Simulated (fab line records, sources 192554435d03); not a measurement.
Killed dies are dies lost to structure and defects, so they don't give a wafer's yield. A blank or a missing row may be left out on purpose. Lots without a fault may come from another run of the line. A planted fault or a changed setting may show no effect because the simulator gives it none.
Chamber matching | flow n5_finfet | N5_BEOL_M8_DESCUM_33 on rie_diel-02: 4 sister chambers
The step chemistry O2, time 7 s. 18 wafers are shown with their chamber, then 9 later ones without.

WAFERS WITH THEIR CHAMBER
wafer  | chamber | showerhead_plenum_p_Torr (Torr) | throttle_valve_pct (%) | oes_product_au (a.u.)
L075.2 | 0       | 2.07                            | 20.50                  | 0.71
L075.4 | 1       | 2.03                            | 20.38                  | 0.84
L075.6 | 0       | 2.07                            | 20.49                  | 0.72
L082.1 | 1       | 2.03                            | 20.40                  | 0.83
L082.3 | 2       | 2.03                            | 20.66                  | 0.85
L082.5 | 1       | 2.03                            | 20.40                  | 0.82
L080.2 | 1       | 2.03                            | 20.40                  | 0.82
L080.5 | 0       | 2.06                            | 20.53                  | 0.70
L080.6 | 3       | 2.19                            | 20.64                  | 0.75
L085.1 | 0       | 2.06                            | 20.53                  | 0.70
L085.2 | 1       | 2.03                            | 20.42                  | 0.82
L085.6 | 1       | 2.03                            | 20.41                  | 0.82
L083.1 | 2       | 2.03                            | 20.67                  | 0.85
L083.3 | 3       | 2.19                            | 20.64                  | 0.75
L083.4 | 0       | 2.06                            | 20.52                  | 0.70
L087.3 | 2       | 2.03                            | 20.66                  | 0.84
L087.4 | 1       | 2.02                            | 20.42                  | 0.81
L087.5 | 2       | 2.03                            | 20.67                  | 0.85

SIGNATURES (means of the wafers above)
reading                  | chamber 0 | chamber 1 | chamber 2 | chamber 3 | scatter within a chamber
showerhead_plenum_p_Torr | 2.0640    | 2.0286    | 2.0300    | 2.1900    | 0.00383
throttle_valve_pct       | 20.5140   | 20.4043   | 20.6650   | 20.6400   | 0.0136
oes_product_au           | 0.7060    | 0.8229    | 0.8475    | 0.7500    | 0.00818
Rule: a wafer's distance from a chamber is the root of the sum, over the readings, of the square of ((its reading less the chamber's mean) divided by the reading's scatter). The wafer belongs to the nearest chamber; if the next one is less than 2 further off, it can't be placed. The scatter: the root of (the sum of the squares of (reading less its chamber's mean) over the shown wafers, divided by (wafers less chambers)).

WAFERS WITHOUT THEIR CHAMBER
wafer  | showerhead_plenum_p_Torr (Torr) | throttle_valve_pct (%) | oes_product_au (a.u.)
L089.2 | 2.06                            | 20.55                  | 0.69
L089.3 | 2.03                            | 20.67                  | 0.82
L089.5 | 2.03                            | 20.68                  | 0.83
L090.3 | 2.02                            | 20.44                  | 0.79
L090.4 | 2.18                            | 20.67                  | 0.74
L090.5 | 2.18                            | 20.65                  | 0.74
L092.1 | 2.03                            | 20.67                  | 0.83
L092.2 | 2.06                            | 20.56                  | 0.69
L092.3 | 2.18                            | 20.66                  | 0.73

WHICH CHAMBER EACH WENT THROUGH
wafer  | from the rows above | in truth
L089.2 | 0                   | 0
L089.3 | 2                   | 2
L089.5 | 2                   | 2
L090.3 | 1                   | 1
L090.4 | 3                   | 3
L090.5 | 3                   | 3
L092.1 | 2                   | 2
L092.2 | 0                   | 0
L092.3 | 3                   | 3
Placed correctly: 9 of 9. Can't be placed from these rows: 0. Placed wrongly: 0.
